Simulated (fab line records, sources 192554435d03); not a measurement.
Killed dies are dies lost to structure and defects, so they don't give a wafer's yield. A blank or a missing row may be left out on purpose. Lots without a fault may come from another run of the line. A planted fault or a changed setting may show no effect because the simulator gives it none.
Which tool did it? | flow n5_finfet | 24 lots, 72 wafers sampled, at 5 steps of a route of 1938

WHAT THE GAUGES READ, wafer by wafer
N5_MOL_CONTACT_COAG_CD_MEAS_84: target cd 25.1 nm. Usual: cd_nm 25.20 nm, standard deviation 0.24.
lot  | measured     | on        | cd_nm (nm)        | flag
L074 | day 5 05:38  | cd_sem-02 | 24.86 25.45 25.06 |
L075 | day 5 06:31  | cd_sem-01 | 25.27 25.28 25.10 |
L076 | day 5 12:57  | cd_sem-01 | 25.29 25.12 25.26 |
L077 | day 5 18:04  | cd_sem-03 | 25.04 25.27 24.98 |
L078 | day 6 04:37  | cd_sem-03 | 25.35 25.30 24.94 |
L079 | day 6 09:25  | cd_sem-02 | 25.18 25.01 24.77 |
L080 | day 6 14:22  | cd_sem-03 | 25.27 25.37 25.15 |
L081 | day 6 22:13  | cd_sem-03 | 25.43 25.50 25.41 |
L082 | day 7 01:58  | cd_sem-02 | 25.50 24.92 24.85 |
L083 | day 7 09:08  | cd_sem-02 | 25.26 25.20 25.46 |
L084 | day 7 20:21  | cd_sem-02 | 25.56 25.41 25.32 |
L085 | day 7 23:41  | cd_sem-03 | 25.30 24.79 24.66 |
L086 | day 8 09:21  | cd_sem-01 | 25.11 25.84 25.20 |
L087 | day 8 15:11  | cd_sem-03 | 25.41 25.37 25.11 |
L088 | day 8 20:30  | cd_sem-01 | 25.39 25.53 25.33 |
L089 | day 9 05:08  | cd_sem-03 | 25.27 25.69 25.51 |
L090 | day 9 06:35  | cd_sem-01 | 25.14 24.82 25.03 |
L091 | day 9 12:17  | cd_sem-03 | 25.26 25.00 25.29 |
L092 | day 9 23:23  | cd_sem-01 | 25.48 25.03 24.80 |
L093 | day 9 23:49  | cd_sem-01 | 25.60 25.42 25.20 |
L094 | day 10 09:17 | cd_sem-01 | 25.24 25.30 25.27 |
L095 | day 10 19:50 | cd_sem-03 | 24.92 25.10 25.20 |
L096 | day 10 22:03 | cd_sem-02 | 25.45 25.13 25.56 |
L097 | day 11 05:59 | cd_sem-03 | 25.40 25.59 24.99 |

N5_MOL_CONTACT_COAG_OVL_MEAS_41. Usual: VD_OVL -0.5 nm, standard deviation 0.67.
lot  | measured     | on         | VD_OVL (nm)    | flag
L074 | day 5 06:55  | overlay-02 | -1.7 -1.3 0.1  |
L075 | day 5 08:43  | overlay-02 | 0.3 -0.1 0.0   |
L076 | day 5 15:09  | overlay-01 | -1.4 0.0 -0.1  |
L077 | day 5 19:50  | overlay-02 | 0.0 -0.1 0.7   |
L078 | day 6 06:13  | overlay-01 | -0.5 0.1 -0.7  |
L079 | day 6 10:55  | overlay-02 | -1.0 -2.1 -0.3 |
L080 | day 6 16:03  | overlay-02 | 0.7 -0.1 0.0   |
L081 | day 6 23:38  | overlay-01 | 0.4 0.7 0.3    |
L082 | day 7 03:45  | overlay-02 | -0.5 -0.2 -0.2 |
L083 | day 7 10:52  | overlay-02 | 0.0 -1.5 -0.3  |
L084 | day 7 21:49  | overlay-02 | -1.6 -1.0 -0.7 |
L085 | day 8 01:59  | overlay-02 | -1.1 -0.7 -0.9 |
L086 | day 8 10:49  | overlay-01 | -1.2 -1.0 -0.7 |
L087 | day 8 17:26  | overlay-01 | 0.0 0.1 0.1    |
L088 | day 8 22:16  | overlay-01 | -0.6 -1.1 -1.1 |
L089 | day 9 06:38  | overlay-02 | -0.5 -1.7 -1.0 |
L090 | day 9 08:15  | overlay-01 | -0.6 -0.2 -1.1 |
L091 | day 9 13:38  | overlay-02 | -0.2 -1.1 -0.7 |
L092 | day 10 01:23 | overlay-01 | -0.8 -1.5 -0.2 |
L093 | day 10 01:34 | overlay-01 | -0.6 -1.0 0.6  |
L094 | day 10 10:34 | overlay-02 | -1.7 0.1 0.8   |
L095 | day 10 21:26 | overlay-02 | -1.3 -1.9 -0.8 |
L096 | day 10 23:32 | overlay-01 | -0.6 -0.4 -0.5 |
L097 | day 11 07:19 | overlay-02 | -0.8 -1.2 -1.1 |

WHICH TOOL RAN EACH LOT (tool, then ch and the chambers of the sampled wafers, then the start)
lot  | N5_MOL_CONTACT_COAG_ETCH_15        | N5_MOL_CONTACT_COAG_PRE_CLEAN_141 | N5_MOL_CONTACT_COAG_ALD_123
L074 | rie_diel-05 ch 1,3, day 4 18:13    | pvd_sputter-02, day 4 21:28       | ald_sin-03 ch 1,3, day 5 04:40
L075 | rie_diel-05 ch 0,1,2, day 4 19:37  | pvd_sputter-02, day 4 23:07       | ald_sin-02 ch 0,1,3, day 5 05:33
L076 | rie_diel-05 ch 0,1,3, day 5 02:37  | pvd_sputter-01, day 5 05:07       | ald_sin-02 ch 0,1,2, day 5 11:59
L077 | rie_diel-05 ch 1,2, day 5 08:26    | pvd_sputter-03, day 5 10:55       | ald_sin-04 ch 0,1,2, day 5 17:13
L078 | rie_diel-03 ch 1,3, day 5 17:18    | pvd_sputter-03, day 5 19:50       | ald_sin-04 ch 0,2, day 6 03:38
L079 | rie_diel-03 ch 0,2,3, day 5 23:40  | pvd_sputter-03, day 6 01:57       | ald_sin-02 ch 2,3, day 6 08:35
L080 | rie_diel-03 ch 0,2, day 6 04:57    | pvd_sputter-03, day 6 07:05       | ald_sin-03 ch 0,1,2, day 6 13:23
L081 | rie_diel-05 ch 2,3, day 6 12:05    | pvd_sputter-01, day 6 14:45       | ald_sin-04 ch 0,1, day 6 21:23
L082 | rie_diel-02 ch 0,2, day 6 17:55    | pvd_sputter-03, day 6 19:25       | ald_sin-03 ch 0,3, day 7 01:00
L083 | rie_diel-05 ch 2,3, day 7 00:39    | pvd_sputter-03, day 7 01:59       | ald_sin-02 ch 1,2, day 7 08:10
L084 | rie_diel-05 ch 0,2,3, day 7 11:14  | pvd_sputter-03, day 7 13:58       | ald_sin-02 ch 0,2,3, day 7 19:29
L085 | rie_diel-02 ch 1,2,3, day 7 13:37  | pvd_sputter-02, day 7 17:11       | ald_sin-03 ch 0,1, day 7 22:50
L086 | rie_diel-02 ch 0,1,2, day 8 00:16  | pvd_sputter-01, day 8 03:11       | ald_sin-04 ch 0,2, day 8 08:31
L087 | rie_diel-03 ch 1,3, day 8 02:57    | pvd_sputter-01, day 8 05:09       | ald_sin-04 ch 0,2,3, day 8 14:21
L088 | rie_diel-05 ch 0,1,2, day 8 07:16  | pvd_sputter-01, day 8 09:52       | ald_sin-02 ch 2,3, day 8 19:40
L089 | rie_diel-03 ch 1,2,3, day 8 18:04  | pvd_sputter-02, day 8 21:59       | ald_sin-03 ch 0,2,3, day 9 04:18
L090 | rie_diel-03 ch 0,1, day 8 20:43    | pvd_sputter-03, day 8 23:34       | ald_sin-04 ch 0,3, day 9 05:37
L091 | rie_diel-05 ch 2,3, day 9 01:49    | pvd_sputter-01, day 9 04:49       | ald_sin-04 ch 0,2,3, day 9 11:26
L092 | rie_diel-03 ch 1,3, day 9 12:20    | pvd_sputter-01, day 9 15:28       | ald_sin-03 ch 0,2,3, day 9 22:25
L093 | rie_diel-02 ch 0,1,3, day 9 13:06  | pvd_sputter-03, day 9 16:29       | ald_sin-04 ch 0,2, day 9 22:59
L094 | rie_diel-05 ch 2,3, day 9 21:45    | pvd_sputter-03, day 10 03:33      | ald_sin-02 ch 0,1,3, day 10 08:27
L095 | rie_diel-05 ch 0,2,3, day 10 02:17 | pvd_sputter-01, day 10 12:01      | ald_sin-03 ch 0,1,3, day 10 18:59
L096 | rie_diel-05 ch 0,3, day 10 11:37   | pvd_sputter-01, day 10 15:14      | ald_sin-03 ch 0,3, day 10 21:11
L097 | rie_diel-05 ch 0,1,3, day 10 20:47 | pvd_sputter-01, day 11 00:04      | ald_sin-03 ch 0,2, day 11 05:08
- N5_MOL_CONTACT_COAG_ETCH_15: etches SiNx in CH3F/O2, stops on Si:P, target depth 7 nm.
- N5_MOL_CONTACT_COAG_PRE_CLEAN_141: time 60 s.
- N5_MOL_CONTACT_COAG_ALD_123: deposits SiNx, target thk 5 nm, pulse time 1 s, purge time 2 s.

WHAT THE TOOLS THEMSELVES READ (means of the sampled wafers that have a number; where no wafer has one, the mark that the record gives instead)
N5_MOL_CONTACT_COAG_ETCH_15. Usual: bias_w 72.99 W, standard deviation 0.19; drypump_motor_current_A 5.8 A, standard deviation 0.45; mfc_ar_sccm 150.0 sccm, standard deviation 0.51; oes_f_703_au 0.74 a.u., standard deviation 0.06; oes_product_au 0.54 a.u., standard deviation 0.051; rf_fwd_power_W 392.1 W, standard deviation 1.7; rf_vpp_V 298 V, standard deviation 5.8; showerhead_plenum_p_Torr 2.01 Torr, standard deviation 0.063; throttle_valve_pct 16.39 %, standard deviation 0.21.
lot  | tool        | bias_w (W) | drypump_motor_current_A (A) | mfc_ar_sccm (sccm) | oes_f_703_au (a.u.) | oes_product_au (a.u.) | rf_fwd_power_W (W) | rf_vpp_V (V) | showerhead_plenum_p_Torr (Torr) | throttle_valve_pct (%) | flag
L074 | rie_diel-05 | 73.02      | 5.6                         | 150.2              | 0.74                | 0.53                  | 392.9              | 299          | 2.08                            | 16.60                  |
L075 | rie_diel-05 | 73.06      | 5.5                         | 150.2              | 0.72                | 0.52                  | 391.3              | 301          | 2.04                            | 16.40                  |
L076 | rie_diel-05 | 72.94      | 5.8                         | 149.8              | 0.74                | 0.53                  | 392.8              | 299          | 2.08                            | 16.47                  |
L077 | rie_diel-05 | 72.96      | 5.4                         | 150.1              | 0.69                | 0.51                  | 391.1              | 303          | 2.01                            | 16.46                  |
L078 | rie_diel-03 | 72.82      | 6.2                         | 149.9              | 0.78                | 0.56                  | 392.4              | 289          | 2.02                            | 16.27                  |
L079 | rie_diel-03 | 73.07      | 5.9                         | 150.6              | 0.72                | 0.51                  | 392.1              | 292          | 1.98                            | 16.32                  |
L080 | rie_diel-03 | 73.13      | 5.8                         | 150.0              | 0.71                | 0.50                  | 392.2              | 292          | 1.97                            | 16.40                  |
L081 | rie_diel-05 | 73.21      | 6.2                         | 150.1              | 0.80                | 0.59                  | 393.4              | 302          | 2.04                            | 16.39                  |
L082 | rie_diel-02 | 72.86      | 6.1                         | 149.7              | 0.74                | 0.54                  | 391.9              | 304          | 1.89                            | 16.48                  |
L083 | rie_diel-05 | 73.08      | 5.8                         | 150.0              | 0.85                | 0.64                  | 391.1              | 304          | 2.00                            | 16.19                  |
L084 | rie_diel-05 | 72.85      | 5.9                         | 149.8              | 0.79                | 0.57                  | 392.0              | 301          | 2.03                            | 16.29                  |
L085 | rie_diel-02 | 73.18      | 5.7                         | 150.0              | 0.75                | 0.56                  | 391.0              | 302          | 2.00                            | 16.38                  |
L086 | rie_diel-02 | 72.93      | 5.8                         | 150.2              | 0.71                | 0.53                  | 391.2              | 304          | 1.97                            | 16.45                  |
L087 | rie_diel-03 | 72.96      | 6.2                         | 150.1              | 0.77                | 0.56                  | 391.2              | 290          | 2.01                            | 16.33                  |
L088 | rie_diel-05 | 72.95      | 5.5                         | 149.9              | 0.78                | 0.56                  | 391.7              | 301          | 2.03                            | 16.31                  |
L089 | rie_diel-03 | 73.00      | 5.9                         | 150.1              | 0.74                | 0.52                  | 393.2              | 289          | 1.99                            | 16.32                  |
L090 | rie_diel-03 | 73.25      | 6.3                         | 149.9              | 0.72                | 0.52                  | 391.9              | 293          | 1.98                            | 16.48                  |
L091 | rie_diel-05 | 73.11      | 5.8                         | 149.5              | 0.81                | 0.61                  | 388.9              | 304          | 2.00                            | 16.22                  |
L092 | rie_diel-03 | 73.01      | 6.0                         | 149.9              | 0.74                | 0.53                  | 392.4              | 289          | 2.00                            | 16.26                  |
L093 | rie_diel-02 | 72.81      | 5.9                         | 150.4              | 0.77                | 0.56                  | 391.7              | 299          | 1.96                            | 16.37                  |
L094 | rie_diel-05 | 72.98      | 6.2                         | 149.8              | 0.76                | 0.56                  | 393.2              | 301          | 2.03                            | 16.45                  |
L095 | rie_diel-05 | 72.98      | 5.9                         | 149.9              | 0.76                | 0.55                  | 391.5              | 301          | 2.03                            | 16.32                  |
L096 | rie_diel-05 | 72.75      | 6.2                         | 150.2              | 0.71                | 0.51                  | 392.3              | 299          | 2.07                            | 16.55                  |
L097 | rie_diel-05 | 72.91      | 5.8                         | 150.0              | 0.71                | 0.51                  | 392.2              | 300          | 2.06                            | 16.57                  |

N5_MOL_CONTACT_COAG_PRE_CLEAN_141. Usual: heater_power_w 480 W, standard deviation 50.
lot  | tool           | heater_power_w (W) | flag
L074 | pvd_sputter-02 | 439                |
L075 | pvd_sputter-02 | 453                |
L076 | pvd_sputter-01 | 479                |
L077 | pvd_sputter-03 | 488                |
L078 | pvd_sputter-03 | 484                |
L079 | pvd_sputter-03 | 487                |
L080 | pvd_sputter-03 | 494                |
L081 | pvd_sputter-01 | 442                |
L082 | pvd_sputter-03 | 499                |
L083 | pvd_sputter-03 | 485                |
L084 | pvd_sputter-03 | 485                |
L085 | pvd_sputter-02 | 465                |
L086 | pvd_sputter-01 | 468                |
L087 | pvd_sputter-01 | 475                |
L088 | pvd_sputter-01 | 479                |
L089 | pvd_sputter-02 | 461                |
L090 | pvd_sputter-03 | 496                |
L091 | pvd_sputter-01 | 476                |
L092 | pvd_sputter-01 | 530                |
L093 | pvd_sputter-03 | 485                |
L094 | pvd_sputter-03 | 487                |
L095 | pvd_sputter-01 | 481                |
L096 | pvd_sputter-01 | 517                |
L097 | pvd_sputter-01 | 541                |

N5_MOL_CONTACT_COAG_ALD_123. Usual: heater_power_w 833 W, standard deviation 86; precursor_pulse_height_rel 1.002, standard deviation 0.02.
lot  | tool       | heater_power_w (W) | precursor_pulse_height_rel | flag
L074 | ald_sin-03 | 860                | 1.001                      |
L075 | ald_sin-02 | 786                | 1.011                      |
L076 | ald_sin-02 | 780                | 1.035                      |
L077 | ald_sin-04 | 810                | 0.981                      |
L078 | ald_sin-04 | 827                | 0.996                      |
L079 | ald_sin-02 | 727                | 0.997                      |
L080 | ald_sin-03 | 908                | 1.014                      |
L081 | ald_sin-04 | 850                | 0.994                      |
L082 | ald_sin-03 | 827                | 1.012                      |
L083 | ald_sin-02 | 703                | 1.002                      |
L084 | ald_sin-02 | 803                | 1.011                      |
L085 | ald_sin-03 | 882                | 1.000                      |
L086 | ald_sin-04 | 826                | 1.017                      |
L087 | ald_sin-04 | 837                | 0.996                      |
L088 | ald_sin-02 | 715                | 0.989                      |
L089 | ald_sin-03 | 837                | 0.993                      |
L090 | ald_sin-04 | 890                | 1.007                      |
L091 | ald_sin-04 | 838                | 1.020                      |
L092 | ald_sin-03 | 842                | 1.007                      |
L093 | ald_sin-04 | 823                | 0.992                      |
L094 | ald_sin-02 | 802                | 0.984                      |
L095 | ald_sin-03 | 876                | 0.996                      |
L096 | ald_sin-03 | 833                | 1.022                      |
L097 | ald_sin-03 | 826                | 1.009                      |

THE ANSWER, worked out from the rows above alone
Rule: a lot is off if the mean of its wafers that have a number lies more than 3 standard deviations from the usual mean. A lot without any number at a reading at which 4 lots or more have one is off too. The other lots that the step has rows for count as sound. The gauges are gone through in route order, then the tools' own readings, and for those a lot's mean is taken as printed above. The first step at which some lot is off is used, and at that step the reading that is off furthest; a lot without a number counts as furthest.
No lot is off at any reading shown: from this, nothing can be told.

WHAT THE SIMULATOR HAD PUT IN
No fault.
